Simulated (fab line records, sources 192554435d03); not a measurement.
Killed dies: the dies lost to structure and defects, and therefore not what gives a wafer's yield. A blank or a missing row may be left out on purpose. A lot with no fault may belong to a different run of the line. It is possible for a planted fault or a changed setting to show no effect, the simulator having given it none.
Matching of chambers + flow n5_finfet + N5_BEOL_M9_STRIP_36 on rie_diel-01 has 4 sister chambers
The step strips in N2/H2. 4 wafers are shown with their chamber, then 8 later ones without.

## WAFERS PAIRED WITH THEIR CHAMBERS
| wafer  | chamber | throttle_valve_pct (%) |
|--------|---------|------------------------|
| L083.6 | 0       | 23.36                  |
| L080.1 | 2       | 24.16                  |
| L080.4 | 1       | 23.22                  |
| L085.1 | 3       | 23.79                  |

## WAFERS MISSING THEIR CHAMBER
| wafer  | throttle_valve_pct (%) |
|--------|------------------------|
| L085.3 | 23.26                  |
| L085.5 | 23.37                  |
| L088.1 | 23.39                  |
| L088.4 | 23.28                  |
| L088.5 | 23.82                  |
| L095.2 | 23.80                  |
| L095.3 | 24.15                  |
| L095.4 | 23.28                  |

## WHICH CHAMBER EACH ONE RAN IN
| wafer  | from the rows above     | in truth |
|--------|-------------------------|----------|
| L085.3 | can't be placed: 1 or 0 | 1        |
| L085.5 | 0                       | 0        |
| L088.1 | 0                       | 0        |
| L088.4 | can't be placed: 1 or 0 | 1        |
| L088.5 | 3                       | 3        |
| L095.2 | 3                       | 3        |
| L095.3 | 2                       | 2        |
| L095.4 | can't be placed: 1 or 0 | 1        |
Placed correctly: 5 of 8. Not placeable from these rows: 3 (in 3, the candidates include the true chamber). 0 placed wrongly.
How it was worked out, from the rows above alone: a wafer's distance from a chamber is the root of the sum, over the readings, of the square of ((its reading less the chamber's mean) divided by the reading's scatter). The wafer belongs to the nearest chamber; if the next one is less than 2 further off, it can't be placed. The mean given for a chamber averages the wafers shown for that chamber. The scatter: with one shown wafer a chamber, the root of the mean of the squares of how far each hidden wafer lies from its nearest shown one.
